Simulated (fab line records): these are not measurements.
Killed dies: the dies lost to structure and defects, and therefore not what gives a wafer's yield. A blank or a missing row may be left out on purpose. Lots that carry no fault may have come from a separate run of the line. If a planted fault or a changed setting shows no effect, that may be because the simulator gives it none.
Which tool was responsible? -- flow n5_finfet -- Sampling: 8 lots, 24 wafers, 5 of 1938 route steps

== WHAT EACH GAUGE READ, for each wafer ==
N5_BEOL_M13_CD_MEAS_17: target cd 190 nm.
lot,measured,on,cd_nm (nm)
L320,day 11 23:21,cd_sem-03,190.4 190.3 191.4
L325,day 12 06:29,cd_sem-02,190.3 192.3 190.2
L324,day 12 21:52,cd_sem-01,189.7 190.2 189.5
L326,day 13 07:32,cd_sem-02,187.7 188.7 189.3
L330,day 15 21:09,cd_sem-01,188.3 189.3 189.9
L332,day 15 21:29,cd_sem-03,191.4 191.5 190.7
L335,day 16 07:19,cd_sem-01,188.5 190.2 190.0
L343,day 18 11:28,cd_sem-03,191.6 195.4 191.9

== WHICH TOOL RAN EACH LOT (tool, then ch and the chambers of the sampled wafers, then the start) ==
lot,N5_BEOL_M13_ETCH_59,N5_BEOL_M13_VIA_ETCH_16,N5_BEOL_M13_STRIP_63,N5_BEOL_M13_STRIP_64
L320,"rie_diel-06 ch 0,2, day 11 22:52","rie_diel-06 ch 0,2, day 11 22:55","plasma_asher-01 ch 0, day 11 23:09","plasma_asher-01 ch 0, day 11 23:13"
L325,"rie_diel-03 ch 1,2,3, day 12 05:59","rie_diel-03 ch 1,2,3, day 12 06:02","plasma_asher-02 ch 0, day 12 06:17","plasma_asher-02 ch 0, day 12 06:20"
L324,"rie_diel-03 ch 0,2, day 12 21:22","rie_diel-03 ch 0,2, day 12 21:25","plasma_asher-02 ch 0,1, day 12 21:40","plasma_asher-02 ch 0,1, day 12 21:43"
L326,"rie_diel-02 ch 1,2,3, day 13 07:02","rie_diel-02 ch 1,2,3, day 13 07:05","plasma_asher-02 ch 0,1, day 13 07:20","plasma_asher-02 ch 0,1, day 13 07:23"
L330,"rie_diel-03 ch 0,3, day 15 20:39","rie_diel-03 ch 0,3, day 15 20:42","plasma_asher-02 ch 0,1, day 15 20:56","plasma_asher-02 ch 0,1, day 15 21:00"
L332,"rie_diel-03 ch 0,1,3, day 15 20:59","rie_diel-03 ch 0,1,3, day 15 21:02","plasma_asher-02 ch 0,1, day 15 21:16","plasma_asher-02 ch 0,1, day 15 21:20"
L335,"rie_diel-03 ch 0,2,3, day 16 06:49","rie_diel-03 ch 0,2,3, day 16 06:52","plasma_asher-02 ch 0,1, day 16 07:07","plasma_asher-02 ch 0,1, day 16 07:10"
L343,"rie_diel-03 ch 0,1,2, day 18 10:58","rie_diel-03 ch 0,1,2, day 18 11:01","plasma_asher-02 ch 0,1, day 18 11:15","plasma_asher-02 ch 0,1, day 18 11:19"
- N5_BEOL_M13_ETCH_59: etches BARC in N2/H2, target depth 89 nm, overetch 26.7 nm, time 67.9 s.
- N5_BEOL_M13_VIA_ETCH_16: etches SiOC in C4F8/O2/Ar, target depth 921.7 nm.
- N5_BEOL_M13_STRIP_63: strips in N2/H2.
- N5_BEOL_M13_STRIP_64: strips in N2/H2.

== THE ANSWER, worked out from the rows above alone ==
Rule: the lots themselves supply what counts as usual. The widest of any qualifying gaps counts: lots, ordered by their means at a reading, are off when they make up no more than a third of the lots, leave a main group of 4 or more, and stand apart from it by 3 or more times the standard deviation of that group's means. A main group whose means are all the same, to the digits that the tables above print for the reading, isn't used. A lot without any number at a reading at which 4 lots or more have one is off too. The other lots that the step has rows for count as sound.
Across all readings shown, no lot is off: no conclusion can be drawn from this.

== WHAT THE SIMULATOR HAD INSERTED ==
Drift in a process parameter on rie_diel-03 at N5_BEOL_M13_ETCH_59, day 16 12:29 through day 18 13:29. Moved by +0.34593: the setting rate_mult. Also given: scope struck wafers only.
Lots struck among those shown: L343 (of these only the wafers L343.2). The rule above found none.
